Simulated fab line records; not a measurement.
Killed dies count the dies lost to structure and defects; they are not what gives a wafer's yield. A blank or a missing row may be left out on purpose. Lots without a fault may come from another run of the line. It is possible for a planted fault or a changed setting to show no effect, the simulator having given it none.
Which tool is to blame? ; flow nand_harc ; 38 wafers from 13 lots sampled at 4 of the route's 1159 steps

== WHAT EACH GAUGE READ, for each wafer ==
NHARC_A_ONON_D1_THK_MEAS_18: measures by ellipsometry.
lot;measured;on;thk_nm (nm)
L804;day 8 08:42;film_metro-01;1008 1007 1007
L803;day 8 15:19;film_metro-02;1001 1002 1001
L805;day 8 15:20;film_metro-02;988 987 986
L806;day 8 15:19;film_metro-01;1011 1011 1010
L807;day 8 20:19;film_metro-01;989 990 990
L813;day 10 12:17;film_metro-01;1001 1521
L817;day 11 05:11;film_metro-02;1008 1009 1008
L816;day 11 04:50;film_metro-01;995 995 995
L820;day 12 18:19;film_metro-02;1005 1005 1005
L822;day 12 18:38;film_metro-02;1001 1002 1003
L821;day 12 18:17;film_metro-02;1002 1002 1001
L825;day 13 02:29;film_metro-02;1004 1002 1000
L826;day 13 11:29;film_metro-02;1014 1014 1013

== WHAT TOOL EACH LOT RAN ON (gives the tool, then ch and the chambers of the sampled wafers, and finally the start) ==
lot;NHARC_P_BONDPAD_PVD_27;NHARC_P_BONDPAD_ANNEAL_28;NHARC_A_ONON_D1_DEP_16
L804;pvd_sputter-01, day 6 22:07 or earlier;rtp_anneal-02 ch 0, day 6 22:07;pecvd_onon-02 ch 0, day 8 08:15
L803;pvd_sputter-03, day 7 03:41 or earlier;rtp_anneal-01 ch 0, day 7 03:41;pecvd_onon-04 ch 0, day 8 14:52
L805;pvd_sputter-02, day 7 03:47 or earlier;rtp_anneal-02 ch 0, day 7 03:47;pecvd_onon-03 ch 0, day 8 14:53
L806;pvd_sputter-02, day 7 04:49 or earlier;rtp_anneal-02 ch 0, day 7 04:49;pecvd_onon-02 ch 0, day 8 14:52
L807;pvd_sputter-03, day 7 09:03 or earlier;rtp_anneal-01 ch 0, day 7 09:03;pecvd_onon-04 ch 0, day 8 19:52
L813;pvd_sputter-01, day 9 01:54 or earlier;rtp_anneal-01 ch 0, day 9 01:54;pecvd_onon-02 ch 0, day 10 11:45
L817;pvd_sputter-02, day 9 18:20 or earlier;rtp_anneal-01 ch 0, day 9 18:20;pecvd_onon-03 ch 0, day 11 04:41
L816;pvd_sputter-02, day 9 20:32 or earlier;rtp_anneal-02 ch 0, day 9 20:32;pecvd_onon-03 ch 0, day 11 04:20
L820;pvd_sputter-02, day 11 07:34 or earlier;rtp_anneal-01 ch 0, day 11 07:34;pecvd_onon-04 ch 0, day 12 17:55
L822;pvd_sputter-01, day 11 08:50 or earlier;rtp_anneal-02 ch 0, day 11 08:50;pecvd_onon-03 ch 0, day 12 18:11
L821;pvd_sputter-02, day 11 09:26 or earlier;rtp_anneal-02 ch 0, day 11 09:26;pecvd_onon-03 ch 0, day 12 17:54
L825;pvd_sputter-02, day 11 17:04 or earlier;rtp_anneal-01 ch 0, day 11 17:04;pecvd_onon-03 ch 0, day 13 01:59
L826;pvd_sputter-02, day 12 00:05 or earlier;rtp_anneal-01 ch 0, day 12 00:05;pecvd_onon-04 ch 0, day 13 11:02
- NHARC_P_BONDPAD_PVD_27: deposits Cu, target thk 30 nm, time 20.49 s.
- NHARC_P_BONDPAD_ANNEAL_28: time 90 s.
- NHARC_A_ONON_D1_DEP_16: target thk 1000 nm.

== AS READ BY THE TOOLS THEMSELVES (means over the sampled wafers that have a number; for cases with no such wafer, the mark the record gives instead) ==
NHARC_P_BONDPAD_PVD_27.
lot;tool;cathode_dc_power_W (W);throttle_valve_pct (%)
L804;pvd_sputter-01;5000.4;30.7
L803;pvd_sputter-03;5000.3;29.7
L805;pvd_sputter-02;5000.2;29.5
L806;pvd_sputter-02;4999.2;29.5
L807;pvd_sputter-03;5000.5;29.6
L813;pvd_sputter-01;4999.8;32.4
L817;pvd_sputter-02;4999.3;29.4
L816;pvd_sputter-02;4999.3;29.2
L820;pvd_sputter-02;5000.1;29.7
L822;pvd_sputter-01;4999.9;32.3
L821;pvd_sputter-02;4999.9;30.1
L825;pvd_sputter-02;4999.8;29.8
L826;pvd_sputter-02;4999.6;29.4

NHARC_P_BONDPAD_ANNEAL_28.
lot;tool;wafer_temp_C_max
L804;rtp_anneal-02;225.63
L803;rtp_anneal-01;226.02
L805;rtp_anneal-02;225.87
L806;rtp_anneal-02;226.03
L807;rtp_anneal-01;225.93
L813;rtp_anneal-01;225.96
L817;rtp_anneal-01;226.09
L816;rtp_anneal-02;225.77
L820;rtp_anneal-01;226.39
L822;rtp_anneal-02;225.90
L821;rtp_anneal-02;225.71
L825;rtp_anneal-01;226.00
L826;rtp_anneal-01;226.08

NHARC_A_ONON_D1_DEP_16.
lot;tool;n2o_flow_sccm (sccm);sih4_flow_sccm (sccm)
L804;pecvd_onon-02;2005;210.0
L803;pecvd_onon-04;2003;210.0
L805;pecvd_onon-03;2004;209.6
L806;pecvd_onon-02;1996;210.0
L807;pecvd_onon-04;1998;210.2
L813;pecvd_onon-02;1992;209.7
L817;pecvd_onon-03;2003;209.5
L816;pecvd_onon-03;2003;211.2
L820;pecvd_onon-04;1996;209.7
L822;pecvd_onon-03;2000;210.2
L821;pecvd_onon-03;2007;210.5
L825;pecvd_onon-03;1997;210.2
L826;pecvd_onon-04;1997;209.6

== THE ANSWER, worked out from the rows above alone ==
Rule: the lots themselves supply what counts as usual. Put in order of their means at a reading, lots are off if they are a third of the lots or fewer, leave a main group of 4 or more, and stand apart from it by a gap of 3 or more times the standard deviation of the main group's means; of several such gaps the widest counts. If all means in a main group match to the digits the tables above print for the reading, that group is not used. Also off: a lot with no number at a reading for which 4 or more lots have one. Where the step has rows for the other lots, those lots are counted as sound. First the gauges in route order, then the tools' own readings, where a lot's mean is used as printed above. The first step at which some lot is off is used, and at that step the reading that is off furthest; a lot without a number counts as furthest.
Off at NHARC_A_ONON_D1_THK_MEAS_18 (thk_nm): L813. Mean 1002 nm and standard deviation 7.7 in the main group.
If a tool, at a process step before that reading, ran all the lots that are off and no sound lot after the first of them, it fits. Not tried: the gauges at NHARC_A_ONON_D1_THK_MEAS_18; whatever is off there is also off at NHARC_P_BONDPAD_PVD_27, on other tools, and gauge error can't account for it. NHARC_P_BONDPAD_PVD_27: start missing for some lots; hours and lot order therefore follow NHARC_P_BONDPAD_ANNEAL_28. One candidate fits, namely pecvd_onon-02 at NHARC_A_ONON_D1_DEP_16. Its last sound lot is L806 (day 8 14:52), its first lot that is off L813 (day 10 11:45): a fault that began between those two fits.

== WHAT THE SIMULATOR HAD PUT IN ==
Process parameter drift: pecvd_onon-02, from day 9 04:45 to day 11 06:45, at NHARC_A_ONON_D1_DEP_16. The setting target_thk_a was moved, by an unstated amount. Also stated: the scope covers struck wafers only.
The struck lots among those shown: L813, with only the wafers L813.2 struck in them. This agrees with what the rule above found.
